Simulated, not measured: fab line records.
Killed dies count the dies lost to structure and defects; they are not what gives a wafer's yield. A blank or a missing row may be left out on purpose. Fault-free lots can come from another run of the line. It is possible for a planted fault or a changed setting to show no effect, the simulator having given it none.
fab line records	flow n5_finfet
record: lots: 10	wafers: 30	last_day: 21
route steps=1938 shown BEOL_M4@1111 BEOL_M7@1307 PASSIVATION@1936
lots with no fault: from the same line, run without faults
start_h: hours from the record's opening day to when the first of the lot's shown wafers began	wait_h: hours since the lot's step before	" as in the row above	L1.1+2: a row that stands for several wafers	- value missing, or start not given	* or withheld: withheld	< > ~ a bound
route shown NAME@n: a module of which the file shows steps, and the number in the route of the first	usual: average and standard deviation across the fault-free wafers	same: alike in all rows	chamber/n: place in a boat	sites: each site's reading	_std_site: standard deviation of those values	_edge_site: inner sites' mean taken away from outer sites' mean	radius_mm: how far each site lies from the wafer's centre	mask NAME#n: copy n	behind: tool/chamber where the wafer was last shaped	hold: why the lot went on hold/how many hours it stayed there/how the hold came to an end	device: transistor that didn't switch, given as n, p or np	end of line: the same wafers' tests at the end of the route	a step with no rows: only its recipe	killed: dies that structure and defects cost at the first sort, which is not the same as the wafer's yield	map: the dies of a wafer, with x for killed, . for not killed, _ for no die there
set.NAME: the setting that was run; set.NAME@STEP: the one run at that earlier step	model.NAME: the simulator's own value behind a step, which no gauge read
one table for each step of the route and one row for each wafer, over a sample of lots
services: from which hour (start_h, from the record's first day; less than 0 if before it) a tool's chamber was out of use, for how many hours, and why
== steps ==
step: N5_BEOL_M4_RC_MEAS_101
usual: DIBL_N: 36.3/1.9	DIBL_P: 36.6/2.4	IOFF_N: 0.17/0.037	IOFF_P: 0.23/0.04	ION_N: 682/14	ION_P: 468/8.6	SS_N: 71.6/0.67	SS_P: 73.4/0.71	VT_N: 248/3.3	VT_P: -248.9/2.9
lot.wafer	tool	chamber	start_h	wait_h	DIBL_N[mV/V]	DIBL_P[mV/V]	IOFF_N[nA/um]	IOFF_P[nA/um]	ION_N[uA/um]	ION_P[uA/um]	SS_N[mV/dec]	SS_P[mV/dec]	VT_N[mV]	VT_P[mV]
L745.3	prober-01	0	199.56	0.3	32.4	33.8	0.14	0.19	693	480	70.5	72.1	248	-247.9
L745.4	"	0	"	"	35.1	37.2	0.17	0.22	689	469	71.8	73.7	249	-249.8
L745.6	"	0	"	"	32.7	34.3	0.13	0.19	660	456	70.1	72.4	253	-251.4
L743.2	prober-02	0	213.27	0.2	36.9	37.1	0.17	0.23	666	460	72.4	73.1	251	-250.3
L743.5	"	0	"	"	39.7	39.7	0.26	0.29	687	468	72.9	74.1	242	-244.7
L743.6	"	0	"	"	34.5	34.6	0.13	0.19	652	454	70.9	72.6	254	-249.8
L753.2	prober-02	0	275.14	0.2	33.7	34.2	0.13	0.19	677	461	70.7	73.3	251	-250.4
L753.4	"	0	"	"	35.0	35.3	0.15	0.21	675	466	71.3	73.5	250	-251.8
L753.5	"	0	"	"	33.2	33.7	0.14	0.19	691	471	71.0	72.5	248	-250.7
L754.1	prober-02	0	277.98	0.0	37.4	36.6	0.16	0.20	685	459	71.6	72.4	248	-250.5
L754.2	"	0	"	"	37.4	37.6	0.16	0.21	696	471	71.8	73.2	249	-248.8
L754.4	"	0	"	"	35.4	35.2	0.13	0.19	676	466	71.3	72.6	251	-250.7
L758.1	prober-01	0	295.69	0.0	37.4	38.4	0.19	0.25	677	463	71.4	74.8	246	-245.6
L758.2	"	0	"	"	38.9	39.7	0.24	0.29	692	469	72.0	74.4	243	-246.7
L758.4	"	0	"	"	36.1	36.4	0.17	0.22	676	465	71.7	73.8	249	-247.4
L759.2	prober-02	0	332.06	0.2	39.5	40.4	0.24	0.28	717	490	72.4	74.6	243	-248.3
L759.3	"	0	"	"	35.7	33.7	0.14	0.16	691	463	71.7	72.8	251	-255.1
L759.5	"	0	"	"	39.1	37.5	0.22	0.23	691	465	72.9	73.6	243	-250.1
L761.3	prober-01	0	352.17	0.3	37.1	35.5	0.17	0.25	677	473	72.8	73.9	250	-244.3
L761.4	"	0	"	"	36.6	34.8	0.16	0.24	701	484	72.0	74.0	245	-246.2
L761.6	"	0	"	"	38.4	37.9	0.21	0.29	707	489	72.0	74.2	246	-245.7
L764.1	prober-02	0	354.11	0.0	38.4	38.1	0.21	0.25	678	456	72.1	74.1	246	-249.8
L764.3	"	0	"	"	37.6	37.3	0.19	0.23	691	466	71.6	73.4	248	-249.7
L764.5	"	0	"	"	39.3	38.2	0.21	0.24	688	461	72.5	73.4	245	-248.9
L763.1	prober-02	0	356.44	0.0	33.8	34.9	0.16	0.20	699	479	70.9	73.0	246	-250.3
L763.3	"	0	"	"	36.8	37.7	0.21	0.24	699	474	71.7	74.2	246	-246.6
L763.6	"	0	"	"	36.8	37.2	0.22	0.24	698	472	71.5	73.2	242	-250.8
L765.1	prober-02	0	375.51	0.0	34.3	33.4	0.14	0.17	669	459	71.1	72.8	250	-252.5
L765.4	"	0	"	"	34.5	34.6	0.14	0.18	678	469	70.5	73.0	250	-248.1
L765.5	"	0	"	"	34.6	34.5	0.14	0.18	672	456	71.4	72.8	250	-248.1
step: N5_BEOL_M7_STRIP_36
recipe: chemistry: N2/H2	power_w: 450	temp_c: 40	pressure_mtorr: 20	rf_frequency_hz: 6e+07	overash_fraction: 0.3	bias_power_w: 7	h2_frac: 0.5	n2_flow_sccm: 200	h2_flow_sccm: 200
usual: drypump_motor_current_A: 5.6/0.37	oes_product_au: 0.80/0.091	rf_vpp_V: 59.1/1.6	showerhead_plenum_p_Torr: 2.53/0.1	throttle_valve_pct: 23.7/0.51
lot.wafer	tool	chamber	start_h	wait_h	drypump_motor_current_A	oes_product_au	rf_hours_counter_h	rf_vpp_V	showerhead_plenum_p_Torr	throttle_valve_pct
L745.3	rie_diel-05	2	225.33	0.0	5.5	0.67	237	57.3	2.49	23.5
L745.4	"	3	"	"	5.1	0.72	198	58.9	2.42	24.5
L745.6	"	0	"	"	5.4	0.95	-	59.7	2.70	23.4
L743.2	rie_diel-05	3	235.08	0.0	5.1	0.71	200	59.3	2.42	24.5
L743.5	"	2	"	"	5.5	0.66	-	59.1	2.49	23.5
L743.6	"	3	"	"	5.1	0.72	-	59.1	2.42	24.5
L753.2	rie_diel-06	0	303.41	0.0	5.2	0.74	198	59.2	2.53	23.7
L753.4	"	0	"	"	5.2	0.76	-	58.1	2.53	23.7
L753.5	"	3	"	"	6.4	0.72	-	58.3	2.39	23.0
L754.1	rie_diel-06	1	311.19	0.0	5.6	0.84	74	57.6	2.46	23.7
L754.2	"	3	"	"	6.4	0.73	219	59.3	2.39	23.0
L754.4	"	0	"	"	5.1	0.73	200	59.3	2.52	23.7
L758.1	rie_diel-01	2	320.79	0.0	5.7	0.73	189	59.7	2.54	23.9
L758.2	"	3	"	"	5.6	0.82	86	60.2	2.71	24.4
L758.4	"	0	"	"	5.2	0.89	35	58.6	2.56	23.0
L759.2	rie_diel-05	2	364.09	0.0	5.5	0.91	17	58.2	2.48	23.3
L759.3	"	0	"	"	5.4	0.88	72	58.4	2.69	23.5
L759.5	"	1	"	"	5.6	0.71	-	58.9	2.50	23.3
L761.3	rie_diel-01	3	374.08	0.0	5.6	0.82	100	62.1	2.71	24.4
L761.4	"	1	"	"	5.6	0.88	38	59.1	2.56	23.4
L761.6	"	2	"	"	5.7	0.72	-	60.1	2.54	23.9
L764.1	rie_diel-06	2	377.62	0.0	6.0	0.69	232	60.5	2.40	24.3
L764.3	"	1	"	"	5.6	0.82	90	60.0	2.46	23.7
L764.5	"	1	"	"	5.6	0.84	-	59.9	2.46	23.7
L763.1	rie_diel-01	3	388.16	0.0	5.6	0.81	103	60.8	2.70	24.4
L763.3	"	1	"	"	5.5	0.87	41	62.2	2.56	23.3
L763.6	"	3	"	"	5.5	0.81	-	60.0	2.70	24.4
L765.1	rie_diel-05	0	407.99	0.0	5.4	0.85	79	58.5	2.68	23.5
L765.4	"	1	"	"	5.6	0.71	-	61.5	2.49	23.3
L765.5	"	0	"	"	5.4	0.86	-	59.2	2.68	23.5
step: N5_BEOL_M7_CD_MEAS_35
recipe: target_cd_nm: 40	polarity: opening
usual: cd_nm: 39.6/0.71
lot.wafer	tool	chamber	start_h	wait_h	cd_nm
L745.3	cd_sem-03	-	225.68	0.0	39.3
L745.4	"	-	"	"	39.2
L745.6	"	-	"	"	39.4
L743.2	cd_sem-03	-	235.43	0.0	39.2
L743.5	"	-	"	"	39.8
L743.6	"	-	"	"	38.8
L753.2	cd_sem-03	-	303.78	0.0	39.3
L753.4	"	-	"	"	40.2
L753.5	"	-	"	"	39.8
L754.1	cd_sem-01	-	311.54	0.0	40.5
L754.2	"	-	"	"	41.7
L754.4	"	-	"	"	39.5
L758.1	cd_sem-03	-	321.23	0.0	41.0
L758.2	"	-	"	"	39.5
L758.4	"	-	"	"	39.9
L759.2	cd_sem-01	-	364.44	0.0	40.6
L759.3	"	-	"	"	39.8
L759.5	"	-	"	"	40.1
L761.3	cd_sem-03	-	374.43	0.0	39.1
L761.4	"	-	"	"	38.6
L761.6	"	-	"	"	39.4
L764.1	cd_sem-03	-	377.97	0.0	38.7
L764.3	"	-	"	"	39.0
L764.5	"	-	"	"	40.0
L763.1	cd_sem-01	-	388.51	0.0	39.7
L763.3	"	-	"	"	39.0
L763.6	"	-	"	"	38.2
L765.1	cd_sem-02	-	408.34	0.0	40.7
L765.4	"	-	"	"	39.6
L765.5	"	-	"	"	39.7
step: N5_BEOL_M7_SPUTTER_48
recipe: material: Cu	target_thk_a: 100	temp_c: -20	bias_v: 60	power_w: 26000	chamber_pressure_pa: 0.13	time_s: 1.667
usual: bias_v: 60.0/0.63	cathode_dc_power_W: 26000/4.6	throttle_valve_pct: 29.8/0.71	time_s: 1.667/0
lot.wafer	tool	chamber	start_h	wait_h	bias_v	cathode_dc_power_W	throttle_valve_pct	time_s
L745.3	pvd_sputter-03	-	228.36	0.2	59.7	26003	30.7	1.667
L745.4	"	-	"	"	60.0	25997	29.0	1.667
L745.6	"	-	"	"	59.3	26012	30.0	1.667
L743.2	pvd_sputter-02	-	239.20	1.1	60.3	26001	30.3	1.667
L743.5	"	-	"	"	58.8	26005	30.2	1.667
L743.6	"	-	"	"	59.6	25994	30.1	1.667
L753.2	pvd_sputter-03	-	304.83	0.1	-	-	-	-
L753.4	"	-	"	"	-	-	-	-
L753.5	"	-	"	"	-	-	-	-
L754.1	pvd_sputter-01	-	313.65	0.2	-	-	-	-
L754.2	"	-	"	"	-	-	-	-
L754.4	"	-	"	"	-	-	-	-
L758.1	pvd_sputter-03	-	322.62	0.2	60.5	26000	30.2	1.667
L758.2	"	-	"	"	60.0	26001	30.5	1.667
L758.4	"	-	"	"	60.0	25997	28.9	1.667
L759.2	pvd_sputter-01	-	365.84	0.1	60.3	26001	29.9	1.667
L759.3	"	-	"	"	59.4	25994	29.1	1.667
L759.5	"	-	"	"	60.2	25990	29.7	1.667
L761.3	pvd_sputter-01	-	375.70	0.1	59.7	26007	30.0	1.667
L761.4	"	-	"	"	60.7	26010	29.0	1.667
L761.6	"	-	"	"	60.4	25999	29.8	1.667
L764.1	pvd_sputter-01	-	381.16	0.1	60.3	25999	29.9	1.667
L764.3	"	-	"	"	59.8	25997	29.7	1.667
L764.5	"	-	"	"	59.4	26000	29.9	1.667
L763.1	pvd_sputter-03	-	391.03	1.1	60.2	26000	30.3	1.667
L763.3	"	-	"	"	60.8	26004	30.8	1.667
L763.6	"	-	"	"	60.9	26000	30.7	1.667
L765.1	pvd_sputter-01	-	409.31	0.1	59.9	26002	29.3	1.667
L765.4	"	-	"	"	60.2	26000	29.7	1.667
L765.5	"	-	"	"	60.5	25999	28.8	1.667
step: N5_BEOL_M7_CMP_52
recipe: stop_on: SiCOH_lowk	t_overpolish_s: 6.9	down_force_psi: 1	platen_rpm: 50	clearing_platen_down_force_psi: 1.5	clearing_platen_rpm: 50	post_cmp_clean: cu_alkaline	target_thk_nm: 80	clearing_platen_pad_velocity_m_s: 0.99484	pad_velocity_m_s: 0.99484
usual: motor_current_A: 6.2/0.55	pad_life_wafers: 1061/520	time_to_endpoint_s: 64/4.1
lot.wafer	tool	chamber	start_h	wait_h	motor_current_A	pad_life_wafers	time_to_endpoint_s
L745.4	cmp-02	2	228.95	0.1	6.1	1080	59
L745.3	"	0	"	"	5.6	1082	69
L745.6	"	2	"	"	6.1	-	62
L743.2	cmp-04	2	239.71	0.2	5.5	168	69
L743.5	"	2	"	"	5.5	-	70
L743.6	"	3	"	"	6.1	-	71
L753.4	cmp-04	2	305.48	0.2	5.5	674	7
L753.2	"	3	"	"	6.5	675	4
L753.5	"	0	"	"	5.5	-	0
L754.4	cmp-02	0	314.16	0.1	5.9	1776	5
L754.1	"	1	"	"	6.4	1777	3
L754.2	"	3	"	"	6.9	1779	0
L758.1	cmp-01	3	323.55	0.6	6.9	1429	60
L758.4	"	0	"	"	5.9	1430	64
L758.2	"	1	"	"	5.9	1431	57
L759.3	cmp-04	1	366.43	0.2	6.2	1021	67
L759.2	"	2	"	"	5.5	1022	69
L759.5	"	1	"	"	6.4	-	65
L761.4	cmp-02	0	376.38	0.2	5.9	62	64
L761.3	"	1	"	"	6.1	63	68
L761.6	"	3	"	"	6.9	-	64
L764.3	cmp-04	1	381.85	0.2	6.4	1164	66
L764.1	"	2	"	"	5.5	1165	69
L764.5	"	2	"	"	5.6	-	67
L763.3	cmp-02	0	391.71	0.2	5.9	182	68
L763.1	"	1	"	"	6.3	183	69
L763.6	"	2	"	"	6.2	-	63
L765.4	cmp-01	1	410.20	0.2	5.6	2054	55
L765.1	"	2	"	"	7.5	2055	59
L765.5	"	0	"	"	5.6	-	66
step: N5_PASSIVATION_PROBE_49
usual: defect_limited_yield: 91.2/1.5	killed_at_M0_to_M3: 35/12	killed_at_M4_up: 14/5.1	killed_at_contacts: 13/6	killed_at_front_end: 38/12	killed_at_other: 4/3.5	killed_dies: 104/18	killed_on_rim: 13/3.7	killed_open: 68/13	killed_short: 33/8.1	sort_bin_5_function: 5.2/1	sort_bin_6_memory: 3.2/0.69	sort_bin_8_speed: 0.01/0.051	sort_n_pass: 1076/18	sort_yield_pct: 91.2/1.5
same: gross_dies: 1180	killed_at_back_side: 0	sort_bin_4_leakage[%]: 0
lot.wafer	tool	chamber	start_h	wait_h	defect_limited_yield[%]	killed_at_M0_to_M3	killed_at_M4_up	killed_at_contacts	killed_at_front_end	killed_at_other	killed_dies	killed_on_rim	killed_open	killed_short	sort_bin_5_function[%]	sort_bin_6_memory[%]	sort_bin_8_speed[%]	sort_n_pass	sort_yield_pct[%]
L745.3	prober-01	-	317.09	0.3	91.5	47	7	9	36	1	100	10	81	19	5.3	3.1	0	1080	91.5
L745.4	prober-01	-	317.14	0.4	91.8	43	10	5	38	1	97	8	57	38	5.1	2.7	0	1083	91.8
L745.6	prober-01	-	317.24	0.5	90.9	28	9	18	50	2	107	15	74	33	4.8	4.0	0	1073	90.9
L743.2	prober-02	-	327.49	0.1	91.6	42	12	12	29	4	99	18	65	33	4.7	3.3	0	1081	91.6
L743.5	prober-02	-	327.64	0.2	91.0	41	7	12	36	10	106	14	72	33	5.8	3.1	0	1074	91.0
L743.6	prober-02	-	327.69	0.3	89.8	33	15	9	44	19	120	11	78	41	5.9	4.0	0	1060	89.8
L753.2	prober-02	-	377.10	0.1	0	11	1093	25	46	5	1180	152	66	41	96.0	3.7	0	0	0
L753.4	prober-02	-	377.20	0.2	0	21	1100	14	36	9	1180	152	52	42	97.0	2.5	0	0	0
L753.5	prober-02	-	377.25	0.2	0	17	1101	12	49	1	1180	152	67	34	97.1	2.5	0	0	0
L754.1	prober-02	-	386.71	0.0	0	60	1068	5	40	7	1180	152	95	40	95.8	4.0	0	0	0
L754.2	prober-02	-	386.76	0.1	0	48	1086	12	32	2	1180	152	62	47	95.5	4.2	0	0	0
L754.4	prober-02	-	386.86	0.2	0	60	1078	3	34	5	1180	152	78	31	96.2	3.3	0	0	0
L758.1	prober-01	-	403.99	0.0	90.7	26	23	11	48	2	110	15	72	36	5.8	2.8	0.08	1070	90.7
L758.2	prober-01	-	404.04	0.1	90.8	33	14	11	49	2	109	11	59	50	5.3	3.4	0	1071	90.8
L758.4	prober-01	-	404.14	0.2	87.5	50	20	13	58	7	148	23	87	61	6.8	5.3	0	1032	87.5
L759.2	prober-01	-	433.17	0.1	91.1	32	15	8	48	2	105	12	65	34	5.3	2.9	0	1075	91.1
L759.3	prober-01	-	433.22	0.1	93.3	19	14	4	37	5	79	9	52	25	4.2	2.2	0	1101	93.3
L759.5	prober-01	-	433.32	0.2	90.8	32	15	7	50	5	109	9	65	44	5.5	3.6	0	1071	90.8
L761.3	prober-02	-	460.80	0.1	92.9	21	8	16	37	2	84	5	53	24	4.5	2.5	0	1096	92.9
L761.4	prober-02	-	460.85	0.2	90.4	40	20	11	41	1	113	13	74	34	4.3	4.7	0	1067	90.4
L761.6	prober-02	-	460.95	0.3	92.5	41	9	5	31	2	88	6	46	42	4.4	2.6	0	1092	92.5
L764.1	prober-02	-	461.33	0.0	91.1	38	17	22	28	0	105	13	69	32	6.4	2.4	0	1075	91.1
L764.3	prober-02	-	461.43	0.1	89.9	26	17	28	47	1	119	11	77	31	5.3	3.6	0	1061	89.9
L764.5	prober-02	-	461.53	0.2	90.7	39	12	23	34	2	110	9	77	26	5.1	3.6	0	1070	90.7
L763.1	prober-02	-	468.82	0.0	93.0	29	16	8	29	1	83	10	58	24	4.4	2.5	0	1097	93.0
L763.3	prober-02	-	468.92	0.1	92.9	36	25	5	16	2	84	11	64	20	4.2	2.7	0	1096	92.9
L763.6	prober-02	-	469.07	0.3	91.2	46	15	7	36	0	104	9	64	34	4.8	3.1	0.08	1076	91.2
L765.1	prober-02	-	500.25	0.0	89.7	37	15	6	48	16	122	16	69	47	6.2	3.8	0	1058	89.7
L765.4	prober-02	-	500.40	0.2	90.3	39	12	15	39	9	114	20	66	44	5.8	3.3	0	1066	90.3
L765.5	prober-02	-	500.45	0.2	90.1	31	6	24	43	13	117	9	78	34	6.1	3.0	0	1063	90.1
killed by level:class
L745.3 BEOL_M3:geometric_particle:open=17 BEOL_M1:geometric_particle:open=11 FIN_SAQP:geometric_particle:open=9 STI_FIN_REVEAL:geometric_particle:open=9 BEOL_M2:geometric_particle:open=7 FIN_SAQP:geometric_particle:short=6 DUMMY_GATE:geometric_particle:open=6 MOL_CONTACT_COAG:geometric_particle:open=6
L745.4 BEOL_M0_SAQP:geometric_particle:open=14 BEOL_M0_SAQP:geometric_particle:short=13 DUMMY_GATE:geometric_particle:open=8 DUMMY_GATE:geometric_particle:short=5 MOL_CONTACT_COAG:geometric_particle:open=5 FIN_SAQP:geometric_particle:short=4 STI_FIN_REVEAL:geometric_particle:open=4 GATE_CUT:geometric_particle:short=4
L745.6 FIN_SAQP:geometric_particle:open=17 MOL_CONTACT_COAG:geometric_particle:open=13 STI_FIN_REVEAL:geometric_particle:open=12 BEOL_M0_SAQP:geometric_particle:short=8 FIN_SAQP:geometric_particle:short=6 BEOL_M2:geometric_particle:open=5 MOL_CONTACT_COAG:geometric_particle:short=5 BEOL_M3:geometric_particle:open=5
L743.2 BEOL_M0_SAQP:geometric_particle:open=14 BEOL_M0_SAQP:geometric_particle:short=13 MOL_CONTACT_COAG:geometric_particle:open=11 FIN_SAQP:geometric_particle:short=6 FIN_SAQP:geometric_particle:open=4 STI_FIN_REVEAL:geometric_particle:open=4 ILD0:geometric_particle:short=4 ILD0:geometric_particle:open=4
L743.5 BEOL_M0_SAQP:geometric_particle:open=21 FIN_SAQP:geometric_particle:short=12 BEOL_M0_SAQP:geometric_particle:short=11 MOL_CONTACT_COAG:geometric_particle:open=9 FIN_SAQP:geometric_particle:open=6 STI_FIN_REVEAL:geometric_particle:open=6 BEOL_M2:geometric_particle:open=5 PAD_METAL:geometric_particle:open=5
L743.6 FIN_SAQP:geometric_particle:open=13 FIN_SAQP:geometric_particle:short=12 BEOL_M3:geometric_particle:open=9 PAD_METAL:geometric_particle:short=9 BEOL_M4:geometric_particle:open=8 PAD_METAL:geometric_particle:open=8 MOL_CONTACT_COAG:geometric_particle:open=7 BEOL_M0_SAQP:geometric_particle:short=7
L753.2 BEOL_M7:area_sputter=540 BEOL_M7:area_ecd=533 MOL_CONTACT_COAG:geometric_particle:open=20 FIN_SAQP:geometric_particle:open=10 GATE_CUT:geometric_particle:short=9 DUMMY_GATE:geometric_particle:open=8 MOL_CONTACT_COAG:geometric_particle:short=5 BEOL_M0_SAQP:geometric_particle:short=5
L753.4 BEOL_M7:area_sputter=569 BEOL_M7:area_ecd=517 MOL_CONTACT_COAG:geometric_particle:open=12 GATE_CUT:geometric_particle:short=11 FIN_SAQP:geometric_particle:open=5 DUMMY_GATE:geometric_particle:open=5 BEOL_M4:geometric_particle:open=5 BEOL_M1:geometric_particle:open=5
L753.5 BEOL_M7:area_ecd=539 BEOL_M7:area_sputter=539 STI_FIN_REVEAL:geometric_particle:open=20 BEOL_M4:geometric_particle:open=8 MOL_CONTACT_COAG:geometric_particle:open=7 STARTING-WAFER:geometric_particle:short=7 DUMMY_GATE:geometric_particle:open=5 MOL_CONTACT_COAG:geometric_particle:short=5
L754.1 BEOL_M7:area_ecd=525 BEOL_M7:area_sputter=518 BEOL_M3:geometric_particle:open=14 BEOL_M4:geometric_particle:open=14 BEOL_M0_SAQP:geometric_particle:short=13 BEOL_M0_SAQP:geometric_particle:open=13 BEOL_M2:geometric_particle:open=10 DUMMY_GATE:geometric_particle:open=6
L754.2 BEOL_M7:area_sputter=537 BEOL_M7:area_ecd=534 BEOL_M3:geometric_particle:open=12 MOL_CONTACT_COAG:geometric_particle:open=10 FIN_SAQP:geometric_particle:short=8 BEOL_M0_SAQP:geometric_particle:short=8 BEOL_M2:geometric_particle:short=8 FIN_SAQP:geometric_particle:open=7
L754.4 BEOL_M7:area_ecd=538 BEOL_M7:area_sputter=533 BEOL_M3:geometric_particle:open=14 BEOL_M2:geometric_particle:open=13 FIN_SAQP:geometric_particle:short=12 FIN_SAQP:geometric_particle:open=10 BEOL_M0_SAQP:geometric_particle:open=8 BEOL_M0:geometric_particle:open=7
L758.1 STI_FIN_REVEAL:geometric_particle:open=16 BEOL_M4:geometric_particle:open=12 MOL_CONTACT_COAG:geometric_particle:open=8 BEOL_M0_SAQP:geometric_particle:short=6 STI_FIN_REVEAL:geometric_particle:short=5 GATE_CUT:geometric_particle:short=5 FIN_SAQP:geometric_particle:short=4 FIN_SAQP:geometric_particle:open=4
L758.2 FIN_SAQP:geometric_particle:short=11 BEOL_M0_SAQP:geometric_particle:short=11 FIN_SAQP:geometric_particle:open=8 MOL_CONTACT_COAG:geometric_particle:open=7 STI_FIN_REVEAL:geometric_particle:open=6 GATE_CUT:geometric_particle:short=6 BEOL_M0_SAQP:geometric_particle:open=6 BEOL_M3:geometric_particle:open=5
L758.4 BEOL_M0_SAQP:geometric_particle:short=19 BEOL_M0_SAQP:geometric_particle:open=14 FIN_SAQP:geometric_particle:open=12 MOL_CONTACT_COAG:geometric_particle:open=12 BEOL_M4:geometric_particle:open=10 FIN_SAQP:geometric_particle:short=9 DUMMY_GATE:geometric_particle:open=6 GATE_CUT:geometric_particle:short=5
L759.2 FIN_SAQP:geometric_particle:open=14 FIN_SAQP:geometric_particle:short=12 BEOL_M4:geometric_particle:open=10 MOL_CONTACT_COAG:geometric_particle:open=8 BEOL_M2:geometric_particle:open=7 DUMMY_GATE:geometric_particle:open=6 HKMG_FIN:area_etch=6 BEOL_M2:geometric_particle:short=5
L759.3 FIN_SAQP:geometric_particle:short=7 BEOL_M3:geometric_particle:open=6 FIN_SAQP:geometric_particle:open=5 ILD0:geometric_particle:open=5 DUMMY_GATE:geometric_particle:open=4 BEOL_M4:geometric_particle:open=4 BEOL_M5:geometric_particle:open=4 MOL_CONTACT_COAG:geometric_particle:open=3
L759.5 FIN_SAQP:geometric_particle:short=14 FIN_SAQP:geometric_particle:open=13 BEOL_M2:geometric_particle:open=9 BEOL_M0:geometric_particle:open=6 BEOL_M4:geometric_particle:open=5 ILD0:geometric_particle:short=4 MOL_CONTACT_COAG:geometric_particle:open=4 STARTING-WAFER:geometric_particle:open=4
L761.3 MOL_CONTACT_COAG:geometric_particle:open=15 FIN_SAQP:geometric_particle:short=7 FIN_CUT:area_etch=7 STI_FIN_REVEAL:geometric_particle:open=5 BEOL_M0_SAQP:geometric_particle:short=4 BEOL_M1:geometric_particle:open=4 BEOL_M2:geometric_particle:open=4 DUMMY_GATE:geometric_particle:open=3
L761.4 BEOL_M0_SAQP:geometric_particle:open=12 BEOL_M3:geometric_particle:open=10 MOL_CONTACT_COAG:geometric_particle:open=9 BEOL_M4:geometric_particle:open=9 BEOL_M0_SAQP:geometric_particle:short=8 FIN_SAQP:geometric_particle:open=7 GATE_CUT:geometric_particle:short=7 STI_FIN_REVEAL:geometric_particle:open=6
L761.6 FIN_SAQP:geometric_particle:short=12 BEOL_M0_SAQP:geometric_particle:short=10 BEOL_M2:geometric_particle:open=7 BEOL_M3:geometric_particle:open=6 GATE_CUT:geometric_particle:short=5 FIN_SAQP:geometric_particle:open=4 MOL_CONTACT_COAG:geometric_particle:open=4 BEOL_M0_SAQP:geometric_particle:open=4
L764.1 MOL_CONTACT_COAG:geometric_particle:open=20 BEOL_M0_SAQP:geometric_particle:open=10 BEOL_M4:geometric_particle:open=8 BEOL_M2:geometric_particle:open=7 BEOL_M0:geometric_particle:short=6 BEOL_M0_SAQP:geometric_particle:short=5 BEOL_M5:geometric_particle:open=5 STI_FIN_REVEAL:geometric_particle:open=4
L764.3 MOL_CONTACT_COAG:geometric_particle:open=24 STI_FIN_REVEAL:geometric_particle:open=16 HKMG_FIN:area_etch=9 BEOL_M4:geometric_particle:open=7 BEOL_M0_SAQP:geometric_particle:short=5 BEOL_M3:geometric_particle:open=5 GATE_CUT:geometric_particle:short=4 MOL_CONTACT_COAG:geometric_particle:short=4
L764.5 MOL_CONTACT_COAG:geometric_particle:open=18 BEOL_M0_SAQP:geometric_particle:open=11 BEOL_M3:geometric_particle:open=7 BEOL_M1:geometric_particle:open=7 STI_FIN_REVEAL:geometric_particle:open=6 BEOL_M4:geometric_particle:open=6 HKMG_FIN:area_etch=6 STARTING-WAFER:geometric_particle:short=5
L763.1 FIN_SAQP:geometric_particle:open=8 STI_FIN_REVEAL:geometric_particle:open=7 MOL_CONTACT_COAG:geometric_particle:open=7 BEOL_M0_SAQP:geometric_particle:open=6 FIN_SAQP:geometric_particle:short=5 BEOL_M3:geometric_particle:open=5 BEOL_M2:geometric_particle:open=4 BEOL_M4:geometric_particle:open=4
L763.3 BEOL_M0_SAQP:geometric_particle:open=9 BEOL_M4:geometric_particle:open=8 BEOL_M2:geometric_particle:open=7 BEOL_M5:geometric_particle:open=6 BEOL_M3:geometric_particle:open=5 BEOL_M0_SAQP:geometric_particle:short=5 FIN_SAQP:geometric_particle:open=4 MOL_CONTACT_COAG:geometric_particle:open=4
L763.6 BEOL_M0_SAQP:geometric_particle:open=9 BEOL_M1:geometric_particle:open=9 GATE_CUT:geometric_particle:short=7 MOL_CONTACT_COAG:geometric_particle:open=7 DUMMY_GATE:geometric_particle:open=6 BEOL_M2:geometric_particle:open=6 BEOL_M3:geometric_particle:open=6 BEOL_M4:geometric_particle:open=6
L765.1 FIN_SAQP:geometric_particle:open=12 BEOL_M1:geometric_particle:open=9 FIN_SAQP:geometric_particle:short=8 GATE_CUT:geometric_particle:short=8 BEOL_M0_SAQP:geometric_particle:open=8 BEOL_M3:geometric_particle:open=7 BEOL_M0_SAQP:geometric_particle:short=6 STI_FIN_REVEAL:geometric_particle:open=5
L765.4 MOL_CONTACT_COAG:geometric_particle:open=11 BEOL_M1:geometric_particle:open=11 FIN_SAQP:geometric_particle:open=9 FIN_SAQP:geometric_particle:short=8 BEOL_M3:geometric_particle:open=8 BEOL_M0_SAQP:geometric_particle:short=6 BEOL_M1:geometric_particle:short=6 STI_FIN_REVEAL:geometric_particle:open=5
L765.5 MOL_CONTACT_COAG:geometric_particle:open=18 BEOL_M3:geometric_particle:open=9 FIN_SAQP:geometric_particle:open=8 BEOL_M2:geometric_particle:open=8 STI_FIN_REVEAL:geometric_particle:open=7 GATE_CUT:geometric_particle:short=7 MOL_CONTACT_COAG:geometric_particle:short=6 BEOL_M0_SAQP:geometric_particle:open=6
== services ==
tool	chamber	start_h	hours	kind
cmp-04	-	206.69	4.0	pm
rie_diel-06	3	221.81	4.5	repair
cmp-04	-	224.76	4.1	repair
cmp-04	-	228.89	4.2	pm
cmp-02	-	235.45	0.9	repair
rie_diel-01	2	245.04	7.4	repair
rie_diel-06	3	253.95	6.9	repair
cmp-04	-	269.19	0.6	repair
rie_diel-06	-	285.04	0.6	repair
pvd_sputter-01	-	292.47	20.0	repair
rie_diel-05	-	299.85	2.8	pm
rie_diel-06	2	302.75	5.4	repair
cmp-02	-	307.69	3.9	repair
cmp-02	-	320.80	3.0	repair
cmp-04	-	326.90	1.0	repair
cmp-04	-	328.85	9.4	pm
pvd_sputter-03	-	330.45	9.5	repair
pvd_sputter-01	-	332.53	0.6	repair
cmp-04	-	341.93	2.6	repair
cmp-02	-	351.38	0.5	repair
cmp-04	-	355.35	0.7	repair
cmp-02	-	360.10	5.0	pm
cmp-02	-	365.98	4.0	pm
rie_diel-05	0	376.44	12.7	repair
== key ==
first_sign: step: N5_BEOL_M7_SPUTTER_48	reading: tool_record	direction: missing
effect: step: N5_BEOL_M7_CMP_52	reading: time_to_endpoint_s	direction: down	sigmas: 15	usual: *	struck: *
effect: step: N5_PASSIVATION_PROBE_49	reading: killed_at_M4_up	direction: up	sigmas: 99+	usual: 14	struck: 1088
more_kills_born_at: N5_BEOL_M7_ECD_50@ecd_cu-02: 3186	N5_BEOL_M7_SPUTTER_48@pvd_sputter-03: 1648	N5_BEOL_M7_SPUTTER_48@pvd_sputter-01: 1588
met_at N5_BEOL_M7_SPUTTER_48
struck_lots L753,L754
later_rows_left_out L753.2,L753.4,L753.5,L754.1,L754.2,L754.4
not_acting_at N5_BEOL_M7_STRIP_36,N5_BEOL_M7_CD_MEAS_35
onset_between 228.36 304.83
fault: kind: skipped_step_whole	tool: pvd_sputter-01,pvd_sputter-03	chamber: -	onset_h: 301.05	steps: N5_BEOL_M7_SPUTTER_48	scope: struck_lots_only
later_rows_left_out: the simulator's readings of these wafers behind a module that went badly wrong aren't trusted and aren't shown, but for the sort
